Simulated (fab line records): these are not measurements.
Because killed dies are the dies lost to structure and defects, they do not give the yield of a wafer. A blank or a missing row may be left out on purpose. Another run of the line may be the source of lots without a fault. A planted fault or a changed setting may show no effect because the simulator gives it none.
fab line records / flow nandHarc
[record] lots = 5 wafers = 15 lastDay = 23
route steps=1159 shown A_SLIT@799 A_SIN_REMOVE@804 A_WL_FILL@809 END@1159
lots that met no fault: taken from a fault-free run of the same line
startH: start of the lot's first displayed wafer, in hours after the record's first day / waitH: hours since the lot's step before / " the same as in the row above / L1.1+2: several wafers, shown together as one row / - no value, or no start given / * or withheld: withheld / < > ~ a bound
route shown NAME@n: names a module that has steps shown in the file, with the first one's number in the route / usual: average and standard deviation across the fault-free wafers / same: alike in all rows / chamber/n: place in a boat / sites: the reading at each site / _std_site: standard deviation across them / _edge_site: mean of outer sites minus mean of inner sites / radiusMm: for every site, how far away it sits from the centre of the wafer / mask NAME#n: copy n / behind: the most recent tool/chamber to have shaped the wafer / hold: why the lot was held/for how many hours/how that ended / device: names the non-switching transistor (n, p or np) / end of line: tests run on the same wafers once the route is complete / a step without rows: its recipe alone / killed: count of dies lost to structure and defects at first sort (not the wafer's yield) / map: per-die view of a wafer (x killed, . not killed, _ where there is no die)
set.NAME: the setting as run; set.NAME@STEP: as run at that earlier step / model.NAME: the simulator's own value behind a step, which no gauge read
lots at selected steps of the route; one table per step, one row per wafer
services: a tool's chamber out of use, with start hour (startH, from the record's first day; less than 0 if before it), hours out, and reason
[[steps]]
[step NHARC_A_SLIT_ETCH_29]
[recipe] targetDepthA = 1000 overetchA = 100 timeS = 55 ionEnergyEv = 100 cf4FlowSccm = 80 o2FlowSccm = 20 arFlowSccm = 0 rfW = 300 biasW = 100 chemistry = CF4/O2
[usual] drypumpMotorCurrentA = 5.9/0.45 oes_ar_750_au = 0.999/0.0048 oesProductAu = 1.002/0.0073 rfFwdPowerW = 296.6/1.1 rfVppV = 197.6/1.1 showerheadPlenumPTorr = 1.33/0.047 throttleValvePct = 13.397/0.008
lot.wafer=L197.3 tool=rieDiel-13 chamber=2 startH=319.94 waitH=0.1 drypumpMotorCurrentA=5.8 oes_ar_750_au=0.988 oesProductAu=0.998 rfFwdPowerW=296.8 rfHoursCounterH=2 rfVppV=198.9 showerheadPlenumPTorr=1.40 throttleValvePct=13.399
lot.wafer=L197.1 tool=rieDiel-13 chamber=3 startH=319.94 waitH=0.1 drypumpMotorCurrentA=5.6 oes_ar_750_au=1.002 oesProductAu=0.980 rfFwdPowerW=298.4 rfHoursCounterH=2 rfVppV=197.4 showerheadPlenumPTorr=1.31 throttleValvePct=13.397
lot.wafer=L197.6 tool=rieDiel-13 chamber=2 startH=319.94 waitH=0.1 drypumpMotorCurrentA=5.7 oes_ar_750_au=0.993 oesProductAu=0.996 rfFwdPowerW=297.2 rfHoursCounterH=- rfVppV=199.0 showerheadPlenumPTorr=1.40 throttleValvePct=13.400
lot.wafer=L201.2 tool=rieDiel-01 chamber=3 startH=350.38 waitH=0.1 drypumpMotorCurrentA=5.2 oes_ar_750_au=0.998 oesProductAu=1.013 rfFwdPowerW=297.3 rfHoursCounterH=2 rfVppV=197.4 showerheadPlenumPTorr=1.34 throttleValvePct=13.395
lot.wafer=L201.1 tool=rieDiel-01 chamber=0 startH=350.38 waitH=0.1 drypumpMotorCurrentA=6.7 oes_ar_750_au=1.002 oesProductAu=0.998 rfFwdPowerW=297.6 rfHoursCounterH=2 rfVppV=199.7 showerheadPlenumPTorr=1.42 throttleValvePct=13.391
lot.wafer=L201.6 tool=rieDiel-01 chamber=3 startH=350.38 waitH=0.1 drypumpMotorCurrentA=5.2 oes_ar_750_au=1.007 oesProductAu=1.006 rfFwdPowerW=297.1 rfHoursCounterH=- rfVppV=198.5 showerheadPlenumPTorr=1.34 throttleValvePct=13.385
lot.wafer=L203.2 tool=rieDiel-13 chamber=2 startH=364.82 waitH=0.1 drypumpMotorCurrentA=5.7 oes_ar_750_au=1.005 oesProductAu=1.008 rfFwdPowerW=297.7 rfHoursCounterH=6 rfVppV=199.7 showerheadPlenumPTorr=1.40 throttleValvePct=13.394
lot.wafer=L203.1 tool=rieDiel-13 chamber=0 startH=364.82 waitH=0.1 drypumpMotorCurrentA=6.3 oes_ar_750_au=1.002 oesProductAu=0.998 rfFwdPowerW=297.0 rfHoursCounterH=6 rfVppV=196.7 showerheadPlenumPTorr=1.27 throttleValvePct=13.397
lot.wafer=L203.6 tool=rieDiel-13 chamber=3 startH=364.82 waitH=0.1 drypumpMotorCurrentA=5.6 oes_ar_750_au=0.991 oesProductAu=1.000 rfFwdPowerW=296.8 rfHoursCounterH=- rfVppV=197.2 showerheadPlenumPTorr=1.31 throttleValvePct=13.381
lot.wafer=L208.2 tool=rieDiel-13 chamber=3 startH=395.96 waitH=0.1 drypumpMotorCurrentA=5.6 oes_ar_750_au=0.993 oesProductAu=1.002 rfFwdPowerW=296.3 rfHoursCounterH=9 rfVppV=196.2 showerheadPlenumPTorr=1.31 throttleValvePct=13.396
lot.wafer=L208.1 tool=rieDiel-13 chamber=1 startH=395.96 waitH=0.1 drypumpMotorCurrentA=6.2 oes_ar_750_au=1.007 oesProductAu=0.999 rfFwdPowerW=299.0 rfHoursCounterH=8 rfVppV=195.8 showerheadPlenumPTorr=1.30 throttleValvePct=13.394
lot.wafer=L208.6 tool=rieDiel-13 chamber=3 startH=395.96 waitH=0.1 drypumpMotorCurrentA=5.6 oes_ar_750_au=1.007 oesProductAu=1.002 rfFwdPowerW=295.6 rfHoursCounterH=- rfVppV=198.3 showerheadPlenumPTorr=1.31 throttleValvePct=13.389
lot.wafer=L217.3 tool=rieDiel-02 chamber=1 startH=436.61 waitH=0.1 drypumpMotorCurrentA=5.5 oes_ar_750_au=0.992 oesProductAu=1.008 rfFwdPowerW=297.1 rfHoursCounterH=10 rfVppV=197.8 showerheadPlenumPTorr=1.33 throttleValvePct=13.401
lot.wafer=L217.4 tool=rieDiel-02 chamber=2 startH=436.61 waitH=0.1 drypumpMotorCurrentA=5.9 oes_ar_750_au=1.000 oesProductAu=1.001 rfFwdPowerW=296.1 rfHoursCounterH=9 rfVppV=197.8 showerheadPlenumPTorr=1.37 throttleValvePct=13.396
lot.wafer=L217.2 tool=rieDiel-02 chamber=0 startH=436.61 waitH=0.1 drypumpMotorCurrentA=5.8 oes_ar_750_au=1.004 oesProductAu=1.010 rfFwdPowerW=297.1 rfHoursCounterH=9 rfVppV=197.5 showerheadPlenumPTorr=1.33 throttleValvePct=13.393
[step NHARC_A_SLIT_STRIP_18]
[recipe] o2FlowSccm = 500 arFlowSccm = 0 biasW = 0 chemistry = O2
[usual] drypumpMotorCurrentA = 5.9/0.44 oesProductAu = 1.001/0.0068 rfVppV = 57.7/0.86 showerheadPlenumPTorr = 3.50/0.12 throttleValvePct = 17.037/0.0092
lot.wafer=L197.1 tool=rieDiel-13 chamber=1 startH=- waitH=- drypumpMotorCurrentA=6.3 oesProductAu=0.996 rfHoursCounterH=2 rfVppV=56.4 showerheadPlenumPTorr=3.45 throttleValvePct=17.033
lot.wafer=L197.3 tool=rieDiel-13 chamber=2 startH=- waitH=- drypumpMotorCurrentA=5.8 oesProductAu=1.009 rfHoursCounterH=2 rfVppV=56.8 showerheadPlenumPTorr=3.70 throttleValvePct=17.044
lot.wafer=L197.6 tool=rieDiel-13 chamber=0 startH=- waitH=- drypumpMotorCurrentA=6.3 oesProductAu=0.993 rfHoursCounterH=- rfVppV=57.3 showerheadPlenumPTorr=3.36 throttleValvePct=17.027
lot.wafer=L201.2 tool=rieDiel-01 chamber=1 startH=- waitH=- drypumpMotorCurrentA=6.0 oesProductAu=0.994 rfHoursCounterH=2 rfVppV=58.0 showerheadPlenumPTorr=3.46 throttleValvePct=17.021
lot.wafer=L201.1 tool=rieDiel-01 chamber=3 startH=- waitH=- drypumpMotorCurrentA=5.2 oesProductAu=1.001 rfHoursCounterH=2 rfVppV=57.9 showerheadPlenumPTorr=3.55 throttleValvePct=17.044
lot.wafer=L201.6 tool=rieDiel-01 chamber=1 startH=- waitH=- drypumpMotorCurrentA=6.0 oesProductAu=0.993 rfHoursCounterH=- rfVppV=58.3 showerheadPlenumPTorr=3.46 throttleValvePct=17.047
lot.wafer=L203.1 tool=rieDiel-13 chamber=0 startH=- waitH=- drypumpMotorCurrentA=6.3 oesProductAu=1.004 rfHoursCounterH=6 rfVppV=58.5 showerheadPlenumPTorr=3.35 throttleValvePct=17.043
lot.wafer=L203.2 tool=rieDiel-13 chamber=2 startH=- waitH=- drypumpMotorCurrentA=5.8 oesProductAu=1.006 rfHoursCounterH=6 rfVppV=57.8 showerheadPlenumPTorr=3.70 throttleValvePct=17.043
lot.wafer=L203.6 tool=rieDiel-13 chamber=3 startH=- waitH=- drypumpMotorCurrentA=5.6 oesProductAu=0.990 rfHoursCounterH=- rfVppV=57.3 showerheadPlenumPTorr=3.46 throttleValvePct=17.044
lot.wafer=L208.2 tool=rieDiel-13 chamber=2 startH=- waitH=- drypumpMotorCurrentA=5.8 oesProductAu=1.007 rfHoursCounterH=8 rfVppV=58.4 showerheadPlenumPTorr=3.70 throttleValvePct=17.028
lot.wafer=L208.1 tool=rieDiel-13 chamber=3 startH=- waitH=- drypumpMotorCurrentA=5.6 oesProductAu=1.002 rfHoursCounterH=9 rfVppV=55.7 showerheadPlenumPTorr=3.46 throttleValvePct=17.019
lot.wafer=L208.6 tool=rieDiel-13 chamber=1 startH=- waitH=- drypumpMotorCurrentA=6.3 oesProductAu=1.002 rfHoursCounterH=- rfVppV=58.2 showerheadPlenumPTorr=3.44 throttleValvePct=17.051
lot.wafer=L217.4 tool=rieDiel-02 chamber=1 startH=- waitH=- drypumpMotorCurrentA=5.5 oesProductAu=1.009 rfHoursCounterH=10 rfVppV=57.8 showerheadPlenumPTorr=3.52 throttleValvePct=17.037
lot.wafer=L217.3 tool=rieDiel-02 chamber=3 startH=- waitH=- drypumpMotorCurrentA=5.2 oesProductAu=1.003 rfHoursCounterH=9 rfVppV=56.7 showerheadPlenumPTorr=3.33 throttleValvePct=17.036
lot.wafer=L217.2 tool=rieDiel-02 chamber=0 startH=- waitH=- drypumpMotorCurrentA=5.8 oesProductAu=1.006 rfHoursCounterH=9 rfVppV=58.1 showerheadPlenumPTorr=3.51 throttleValvePct=17.035
[step NHARC_A_SLIT_PRECLEAN_19]
[recipe] timeS = * tempC = 50 bathAgeMin = 0 chemistry = SC1
[step NHARC_A_SLIT_SRD_20]
[step NHARC_A_SLIT_CD_MEAS_21]
[usual] cdNm = 289.6/0.91
lot.wafer=L197.1 tool=cdSem-02 chamber=- startH=320.48 waitH=- cdNm=289.4
lot.wafer=L197.3 tool=cdSem-02 chamber=- startH=320.48 waitH=- cdNm=289.5
lot.wafer=L197.6 tool=cdSem-02 chamber=- startH=320.48 waitH=- cdNm=289.2
lot.wafer=L201.1 tool=cdSem-02 chamber=- startH=350.92 waitH=- cdNm=288.3
lot.wafer=L201.2 tool=cdSem-02 chamber=- startH=350.92 waitH=- cdNm=288.8
lot.wafer=L201.6 tool=cdSem-02 chamber=- startH=350.92 waitH=- cdNm=288.6
lot.wafer=L203.1 tool=cdSem-02 chamber=- startH=365.35 waitH=- cdNm=289.7
lot.wafer=L203.2 tool=cdSem-02 chamber=- startH=365.35 waitH=- cdNm=290.3
lot.wafer=L203.6 tool=cdSem-02 chamber=- startH=365.35 waitH=- cdNm=289.9
lot.wafer=L208.1 tool=cdSem-02 chamber=- startH=396.49 waitH=- cdNm=291.2
lot.wafer=L208.2 tool=cdSem-02 chamber=- startH=396.49 waitH=- cdNm=290.7
lot.wafer=L208.6 tool=cdSem-02 chamber=- startH=396.49 waitH=- cdNm=290.9
lot.wafer=L217.2 tool=cdSem-02 chamber=- startH=437.16 waitH=- cdNm=290.2
lot.wafer=L217.3 tool=cdSem-02 chamber=- startH=437.16 waitH=- cdNm=291.0
lot.wafer=L217.4 tool=cdSem-02 chamber=- startH=437.16 waitH=- cdNm=290.6
[step NHARC_A_SIN_REMOVE_WET_00]
[recipe] tempC = 160 timeS = 15300 chemistry = H3PO4
[step NHARC_A_SIN_REMOVE_PRECLEAN_01]
[recipe] timeS = * tempC = 50 bathAgeMin = 0 chemistry = SC1
[step NHARC_A_SIN_REMOVE_SRD_02]
[step NHARC_A_SIN_REMOVE_INSPECT_04]
[usual] rawDefectCount = 300/80
lot.wafer=L197.1 tool=defectInspect-01 chamber=- startH=326.55 waitH=0.0 rawDefectCount=490
lot.wafer=L197.3 tool=defectInspect-01 chamber=- startH=326.55 waitH=0.0 rawDefectCount=278
lot.wafer=L197.6 tool=defectInspect-01 chamber=- startH=326.55 waitH=0.0 rawDefectCount=382
lot.wafer=L201.1 tool=defectInspect-01 chamber=- startH=356.99 waitH=0.0 rawDefectCount=256
lot.wafer=L201.2 tool=defectInspect-01 chamber=- startH=356.99 waitH=0.0 rawDefectCount=208
lot.wafer=L201.6 tool=defectInspect-01 chamber=- startH=356.99 waitH=0.0 rawDefectCount=324
lot.wafer=L203.1 tool=defectInspect-01 chamber=- startH=371.02 waitH=0.0 rawDefectCount=276
lot.wafer=L203.2 tool=defectInspect-01 chamber=- startH=371.02 waitH=0.0 rawDefectCount=345
lot.wafer=L203.6 tool=defectInspect-01 chamber=- startH=371.02 waitH=0.0 rawDefectCount=313
lot.wafer=L208.1 tool=defectInspect-02 chamber=- startH=404.14 waitH=0.0 rawDefectCount=394
lot.wafer=L208.2 tool=defectInspect-02 chamber=- startH=404.14 waitH=0.0 rawDefectCount=349
lot.wafer=L208.6 tool=defectInspect-02 chamber=- startH=404.14 waitH=0.0 rawDefectCount=258
lot.wafer=L217.2 tool=defectInspect-01 chamber=- startH=444.86 waitH=0.0 rawDefectCount=252
lot.wafer=L217.3 tool=defectInspect-01 chamber=- startH=444.86 waitH=0.0 rawDefectCount=318
lot.wafer=L217.4 tool=defectInspect-01 chamber=- startH=444.86 waitH=0.0 rawDefectCount=271
[step NHARC_A_WL_FILL_ALD_00]
[recipe] targetThkA = 30 pulseTimeS = 3 aldCycles = 30 tempC = 300 material = Al2O3
[usual] aldCycles = 30/0 heaterPowerW = 465/31 precursorPulseHeightRel = 0.997/0.021
lot.wafer=L197.1 tool=aldHk-02 chamber=3 startH=326.77 waitH=0.2 aldCycles=30 heaterPowerW=476 precursorPulseHeightRel=1.004
lot.wafer=L197.3 tool=aldHk-02 chamber=1 startH=326.77 waitH=0.2 aldCycles=30 heaterPowerW=412 precursorPulseHeightRel=0.990
lot.wafer=L197.6 tool=aldHk-02 chamber=3 startH=326.77 waitH=0.2 aldCycles=30 heaterPowerW=468 precursorPulseHeightRel=0.990
lot.wafer=L201.2 tool=aldHk-02 chamber=0 startH=357.08 waitH=0.1 aldCycles=30 heaterPowerW=468 precursorPulseHeightRel=0.969
lot.wafer=L201.1 tool=aldHk-02 chamber=1 startH=357.08 waitH=0.1 aldCycles=30 heaterPowerW=407 precursorPulseHeightRel=0.967
lot.wafer=L201.6 tool=aldHk-02 chamber=0 startH=357.08 waitH=0.1 aldCycles=30 heaterPowerW=497 precursorPulseHeightRel=1.006
lot.wafer=L203.2 tool=aldHk-02 chamber=2 startH=373.45 waitH=2.4 aldCycles=30 heaterPowerW=476 precursorPulseHeightRel=1.003
lot.wafer=L203.1 tool=aldHk-02 chamber=0 startH=373.45 waitH=2.4 aldCycles=30 heaterPowerW=491 precursorPulseHeightRel=1.012
lot.wafer=L203.6 tool=aldHk-02 chamber=3 startH=373.45 waitH=2.4 aldCycles=30 heaterPowerW=454 precursorPulseHeightRel=0.988
lot.wafer=L208.1 tool=aldHk-01 chamber=2 startH=404.21 waitH=0.1 aldCycles=30 heaterPowerW=434 precursorPulseHeightRel=0.980
lot.wafer=L208.2 tool=aldHk-01 chamber=1 startH=404.21 waitH=0.1 aldCycles=30 heaterPowerW=499 precursorPulseHeightRel=0.993
lot.wafer=L208.6 tool=aldHk-01 chamber=3 startH=404.21 waitH=0.1 aldCycles=30 heaterPowerW=483 precursorPulseHeightRel=0.986
lot.wafer=L217.4 tool=aldHk-02 chamber=3 startH=445.36 waitH=0.5 aldCycles=30 heaterPowerW=463 precursorPulseHeightRel=0.997
lot.wafer=L217.2 tool=aldHk-02 chamber=0 startH=445.36 waitH=0.5 aldCycles=30 heaterPowerW=490 precursorPulseHeightRel=1.015
lot.wafer=L217.3 tool=aldHk-02 chamber=2 startH=445.36 waitH=0.5 aldCycles=30 heaterPowerW=463 precursorPulseHeightRel=0.962
[step NHARC_A_WL_FILL_RTA_01]
[recipe] tempC = 1000 timeS = 5
[usual] lampPowerPct = 29.5/0.49 lamp_zone_2_pct = 29.5/0.49 wafer_temp_C_max = 1006.1/1.4
lot.wafer=L197.1 tool=rtpAnneal-01 chamber=0 startH=327.03 waitH=- lampPowerPct=30.0 lamp_zone_2_pct=30.0 wafer_temp_C_max=1006.7
lot.wafer=L197.3 tool=rtpAnneal-01 chamber=0 startH=327.03 waitH=- lampPowerPct=30.0 lamp_zone_2_pct=29.9 wafer_temp_C_max=1006.4
lot.wafer=L197.6 tool=rtpAnneal-01 chamber=0 startH=327.03 waitH=- lampPowerPct=30.0 lamp_zone_2_pct=29.9 wafer_temp_C_max=1007.9
lot.wafer=L201.1 tool=rtpAnneal-02 chamber=0 startH=357.31 waitH=- lampPowerPct=28.9 lamp_zone_2_pct=28.9 wafer_temp_C_max=1006.3
lot.wafer=L201.2 tool=rtpAnneal-02 chamber=0 startH=357.31 waitH=- lampPowerPct=29.0 lamp_zone_2_pct=29.0 wafer_temp_C_max=1005.3
lot.wafer=L201.6 tool=rtpAnneal-02 chamber=0 startH=357.31 waitH=- lampPowerPct=28.9 lamp_zone_2_pct=28.9 wafer_temp_C_max=1005.0
lot.wafer=L203.1 tool=rtpAnneal-01 chamber=0 startH=373.71 waitH=- lampPowerPct=30.0 lamp_zone_2_pct=30.0 wafer_temp_C_max=1007.3
lot.wafer=L203.2 tool=rtpAnneal-01 chamber=0 startH=373.71 waitH=- lampPowerPct=30.0 lamp_zone_2_pct=29.9 wafer_temp_C_max=1008.3
lot.wafer=L203.6 tool=rtpAnneal-01 chamber=0 startH=373.71 waitH=- lampPowerPct=30.0 lamp_zone_2_pct=30.0 wafer_temp_C_max=1007.0
lot.wafer=L208.1 tool=rtpAnneal-02 chamber=0 startH=404.47 waitH=- lampPowerPct=29.0 lamp_zone_2_pct=29.0 wafer_temp_C_max=1005.0
lot.wafer=L208.2 tool=rtpAnneal-02 chamber=0 startH=404.47 waitH=- lampPowerPct=29.0 lamp_zone_2_pct=29.0 wafer_temp_C_max=1004.2
lot.wafer=L208.6 tool=rtpAnneal-02 chamber=0 startH=404.47 waitH=- lampPowerPct=29.0 lamp_zone_2_pct=28.9 wafer_temp_C_max=1004.5
lot.wafer=L217.2 tool=rtpAnneal-01 chamber=0 startH=445.81 waitH=- lampPowerPct=30.0 lamp_zone_2_pct=30.0 wafer_temp_C_max=1007.2
lot.wafer=L217.3 tool=rtpAnneal-01 chamber=0 startH=445.81 waitH=- lampPowerPct=30.0 lamp_zone_2_pct=30.0 wafer_temp_C_max=1004.9
lot.wafer=L217.4 tool=rtpAnneal-01 chamber=0 startH=445.81 waitH=- lampPowerPct=30.0 lamp_zone_2_pct=29.9 wafer_temp_C_max=1010.5
[step NHARC_A_WL_FILL_ALD_02]
[recipe] targetThkA = 20 pulseTimeS = 3 aldCycles = 100 tempC = 450 material = TiN
[usual] aldCycles = 100/0 heaterPowerW = 1130/120 precursorPulseHeightRel = 1.003/0.021
lot.wafer=L197.1 tool=aldMetal-04 chamber=0 startH=327.29 waitH=0.2 aldCycles=100 heaterPowerW=1204 precursorPulseHeightRel=0.994
lot.wafer=L197.3 tool=aldMetal-04 chamber=1 startH=327.29 waitH=0.2 aldCycles=100 heaterPowerW=1122 precursorPulseHeightRel=1.009
lot.wafer=L197.6 tool=aldMetal-04 chamber=3 startH=327.29 waitH=0.2 aldCycles=100 heaterPowerW=1058 precursorPulseHeightRel=0.970
lot.wafer=L201.1 tool=aldMetal-03 chamber=3 startH=357.52 waitH=0.2 aldCycles=100 heaterPowerW=1253 precursorPulseHeightRel=1.011
lot.wafer=L201.2 tool=aldMetal-03 chamber=0 startH=357.52 waitH=0.2 aldCycles=100 heaterPowerW=1240 precursorPulseHeightRel=1.003
lot.wafer=L201.6 tool=aldMetal-03 chamber=3 startH=357.52 waitH=0.2 aldCycles=100 heaterPowerW=1230 precursorPulseHeightRel=1.005
lot.wafer=L203.1 tool=aldMetal-03 chamber=1 startH=374.00 waitH=0.3 aldCycles=100 heaterPowerW=1108 precursorPulseHeightRel=0.980
lot.wafer=L203.2 tool=aldMetal-03 chamber=2 startH=374.00 waitH=0.3 aldCycles=100 heaterPowerW=1113 precursorPulseHeightRel=0.963
lot.wafer=L203.6 tool=aldMetal-03 chamber=0 startH=374.00 waitH=0.3 aldCycles=100 heaterPowerW=1189 precursorPulseHeightRel=0.993
lot.wafer=L208.2 tool=aldMetal-02 chamber=3 startH=404.74 waitH=0.2 aldCycles=100 heaterPowerW=1279 precursorPulseHeightRel=1.012
lot.wafer=L208.1 tool=aldMetal-02 chamber=1 startH=404.74 waitH=0.2 aldCycles=100 heaterPowerW=819 precursorPulseHeightRel=1.008
lot.wafer=L208.6 tool=aldMetal-02 chamber=1 startH=404.74 waitH=0.2 aldCycles=100 heaterPowerW=816 precursorPulseHeightRel=1.007
lot.wafer=L217.4 tool=aldMetal-03 chamber=2 startH=446.04 waitH=0.1 aldCycles=100 heaterPowerW=1094 precursorPulseHeightRel=0.995
lot.wafer=L217.3 tool=aldMetal-03 chamber=3 startH=446.04 waitH=0.1 aldCycles=100 heaterPowerW=1262 precursorPulseHeightRel=1.046
lot.wafer=L217.2 tool=aldMetal-03 chamber=0 startH=446.04 waitH=0.1 aldCycles=141 heaterPowerW=1204 precursorPulseHeightRel=1.029
[step NHARC_END_SORT_01]
[recipe] tempC = 25
[usual] killedAtArray = 27/11 killedAtOther = 0.8/1.4 killedAtPeriphery = 3.3/2 killedDies = 31/11 killedOpen = 3.4/1.8 killedShort = 2.1/1.3
[same] grossDies = 677
lot.wafer=L203.1 tool=prober-02 chamber=0 startH=478.28 waitH=2.5 killedAtArray=19 killedAtOther=0 killedAtPeriphery=2 killedDies=21 killedOpen=2 killedShort=3
lot.wafer=L203.2 tool=prober-02 chamber=0 startH=479.09 waitH=2.8 killedAtArray=23 killedAtOther=0 killedAtPeriphery=2 killedDies=25 killedOpen=2 killedShort=1
lot.wafer=L203.6 tool=prober-02 chamber=0 startH=482.32 waitH=4.0 killedAtArray=15 killedAtOther=0 killedAtPeriphery=6 killedDies=21 killedOpen=4 killedShort=1
lot.wafer=L208.1 tool=prober-01 chamber=0 startH=506.66 waitH=2.5 killedAtArray=16 killedAtOther=1 killedAtPeriphery=7 killedDies=24 killedOpen=6 killedShort=2
lot.wafer=L208.2 tool=prober-01 chamber=0 startH=507.45 waitH=2.8 killedAtArray=19 killedAtOther=1 killedAtPeriphery=2 killedDies=22 killedOpen=4 killedShort=3
lot.wafer=L208.6 tool=prober-01 chamber=0 startH=510.64 waitH=4.0 killedAtArray=8 killedAtOther=1 killedAtPeriphery=7 killedDies=16 killedOpen=3 killedShort=3
// killed by level:class
L203.1 A_CHANNEL_HOLE_D1:chamberFilmFlake=12 A_CONTACT:chamberFilmFlake=2 P_CONTACT:geometricParticle:short=1 A_ONON_D1:geometricParticle:short=1 A_ONON_D1:geometricParticle:open=1 A_SGD_CUT:geometricParticle:open=1 A_M0:geometricParticle:short=1 P_GATE:chamberFilmFlake=1
L203.2 A_CHANNEL_HOLE_D1:chamberFilmFlake=16 P_GATE:chamberFilmFlake=2 A_CONTACT:chamberFilmFlake=2 A_CHANNEL_FILL_D1:geometricParticle:short=1 A_WL_FILL:geometricParticle:open=1 A_M0:geometricParticle:open=1 A_ZERO_WELL:chamberFilmFlake=1 A_SLIT:chamberFilmFlake=1
L203.6 A_CHANNEL_HOLE_D1:chamberFilmFlake=9 P_GATE:geometricParticle:open=2 P_GATE:chamberFilmFlake=2 A_ZERO_WELL:chamberFilmFlake=2 A_SOURCE_PLATE:geometricParticle:open=1 A_ONON_D1:geometricParticle:open=1 A_CHANNEL_HOLE_D1:geometricParticle:short=1 P_ZERO_WELL:chamberFilmFlake=1
L208.1 P_BONDPAD:chamberFilmFlake=5 A_STAIRCASE:chamberFilmFlake=3 A_SGD_CUT:chamberFilmFlake=3 P_CONTACT:geometricParticle:open=2 A_M0:geometricParticle:open=2 A_CHANNEL_HOLE_D1:chamberFilmFlake=2 A_CONTACT:chamberFilmFlake=2 A_WL_FILL:geometricParticle:short=1
L208.2 A_CHANNEL_HOLE_D1:chamberFilmFlake=5 A_STAIRCASE:chamberFilmFlake=3 A_CHANNEL_FILL_D1:chamberFilmFlake=2 A_CONTACT:chamberFilmFlake=2 P_M1:geometricParticle:short=1 A_ONON_D1:geometricParticle:open=1 A_CHANNEL_FILL_D1:geometricParticle:short=1 A_WL_FILL:geometricParticle:open=1
L208.6 P_BONDPAD:chamberFilmFlake=4 A_CHANNEL_FILL_D1:chamberFilmFlake=2 P_GATE:geometricParticle:short=1 P_CONTACT:geometricParticle:short=1 P_M0:geometricParticle:open=1 A_SLIT:geometricParticle:open=1 A_CONTACT:geometricParticle:open=1 A_M0:geometricParticle:short=1
[[services]]
tool=rieDiel-13 chamber=0 startH=297.33 hours=7.8 kind=repair
tool=rtpAnneal-02 chamber=- startH=300.00 hours=12.0 kind=pm
tool=rieDiel-13 chamber=- startH=306.03 hours=0.9 kind=repair
tool=rieDiel-13 chamber=0 startH=309.50 hours=- kind=clean
tool=rieDiel-13 chamber=1 startH=309.50 hours=- kind=clean
tool=rieDiel-13 chamber=2 startH=309.50 hours=- kind=clean
tool=rieDiel-13 chamber=3 startH=309.50 hours=- kind=clean
tool=rieDiel-01 chamber=- startH=314.80 hours=9.0 kind=pm
tool=rieDiel-02 chamber=0 startH=320.35 hours=6.2 kind=repair
tool=aldMetal-03 chamber=- startH=322.00 hours=10.0 kind=pm
tool=rieDiel-13 chamber=2 startH=324.88 hours=8.3 kind=repair
tool=rieDiel-02 chamber=- startH=327.70 hours=9.0 kind=pm
tool=rieDiel-13 chamber=0 startH=334.01 hours=- kind=clean
tool=rieDiel-13 chamber=1 startH=334.01 hours=- kind=clean
tool=aldMetal-04 chamber=3 startH=354.81 hours=4.0 kind=repair
tool=aldMetal-02 chamber=- startH=364.00 hours=10.0 kind=pm
tool=rieDiel-01 chamber=3 startH=379.77 hours=5.5 kind=repair
tool=aldMetal-02 chamber=0 startH=396.76 hours=19.3 kind=repair
tool=rieDiel-02 chamber=2 startH=400.41 hours=8.7 kind=repair
tool=rieDiel-02 chamber=- startH=403.02 hours=0.4 kind=repair
tool=aldMetal-04 chamber=- startH=406.14 hours=10.0 kind=pm
tool=aldHk-01 chamber=- startH=406.35 hours=10.0 kind=pm
tool=aldMetal-02 chamber=- startH=408.87 hours=1.3 kind=repair
tool=aldMetal-02 chamber=- startH=415.04 hours=12.5 kind=repair
[[key]]
[firstSign] step = NHARC_A_WL_FILL_ALD_02 reading = aldCycles direction = up sigmas = 99+ usual = 100 struck = 141
effect none on later readings
metAt NHARC_A_WL_FILL_ALD_02
struckWafers L217.2
testerLeftOut L217
onsetBetween 374.00 446.04
[fault] kind = processParameterDrift tool = aldMetal-03 chamber = - onsetH = 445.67 steps = NHARC_A_WL_FILL_ALD_02 channel = aldCycles offset = 41 shape = step endH = 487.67 scope = struckWafersOnly actsIn = theseRecipesOnly stated = 100
// testerLeftOut: of these lots the tester's yield and bins aren't shown, on N5 and GAA mostly nor the transistor test; their killed dies are dies lost to structure and defects alone, not to doping, threshold or leakage, so they don't give the yield
